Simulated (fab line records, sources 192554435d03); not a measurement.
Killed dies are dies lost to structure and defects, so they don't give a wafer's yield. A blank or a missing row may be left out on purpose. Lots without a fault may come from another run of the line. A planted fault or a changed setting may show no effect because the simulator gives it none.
Chamber matching | flow n5_finfet | N5_MIM_TOP_ETCH_PECVD_03 on pecvd-04: 3 sister chambers
The step deposits SiNx from SiH4/NH3/N2, target thk 20 nm, time 17.6 s. 16 wafers are shown with their chamber, then 8 later ones without.

WAFERS WITH THEIR CHAMBER
wafer  | chamber | showerhead_plenum_p_Torr (Torr) | throttle_valve_pct (%) | heater_power_w (W)
L805.1 | 2       | 5.14                            | 40.9                   | 743
L805.3 | 0       | 4.96                            | 40.3                   | 818
L805.4 | 0       | 4.96                            | 40.1                   | 836
L809.1 | 0       | 4.95                            | 40.2                   | 781
L809.4 | 1       | 5.04                            | 40.8                   | 627
L809.5 | 0       | 4.96                            | 40.1                   | 760
L806.3 | 2       | 5.13                            | 41.3                   | 716
L806.4 | 1       | 5.05                            | 40.6                   | 681
L806.5 | 0       | 4.95                            | 40.4                   | 836
L811.1 | 2       | 5.12                            | 41.3                   | 770
L811.2 | 0       | 4.96                            | 40.2                   | 765
L811.6 | 2       | 5.13                            | 41.3                   | 748
L815.2 | 0       | 4.95                            | 40.2                   | 843
L815.4 | 1       | 5.05                            | 40.7                   | 724
L815.5 | 0       | 4.96                            | 40.1                   | 834
L818.1 | 0       | 4.94                            | 40.2                   | 818

SIGNATURES (means of the wafers above)
reading                  | chamber 0 | chamber 1 | chamber 2 | scatter within a chamber
showerhead_plenum_p_Torr | 4.9544    | 5.0467    | 5.1300    | 0.00728
throttle_valve_pct       | 40.200    | 40.700    | 41.200    | 0.13
heater_power_w           | 810.11    | 677.33    | 744.25    | 33.6
Rule: a wafer's distance from a chamber is the root of the sum, over the readings, of the square of ((its reading less the chamber's mean) divided by the reading's scatter). The wafer belongs to the nearest chamber; if the next one is less than 2 further off, it can't be placed. The scatter: the root of (the sum of the squares of (reading less its chamber's mean) over the shown wafers, divided by (wafers less chambers)).

WAFERS WITHOUT THEIR CHAMBER
wafer  | showerhead_plenum_p_Torr (Torr) | throttle_valve_pct (%) | heater_power_w (W)
L818.2 | 5.13                            | 41.7                   | 680
L818.3 | 4.96                            | 40.3                   | 791
L820.2 | 5.14                            | 41.7                   | 643
L820.3 | 5.04                            | 35.2                   | 662
L820.4 | 4.96                            | 40.2                   | 835
L823.2 | 5.11                            | 41.6                   | 620
L823.4 | 5.04                            | 35.8                   | 672
L823.6 | 5.15                            | 41.3                   | 640

WHICH CHAMBER EACH WENT THROUGH
wafer  | from the rows above     | in truth
L818.2 | 2                       | 2
L818.3 | 0                       | 0
L820.2 | 2                       | 2
L820.3 | can't be placed: 0 or 1 | 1
L820.4 | 0                       | 0
L823.2 | 2                       | 2
L823.4 | can't be placed: 0 or 1 | 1
L823.6 | 2                       | 2
Placed correctly: 6 of 8. Can't be placed from these rows: 2 (the true chamber is among the candidates in 2). Placed wrongly: 0.
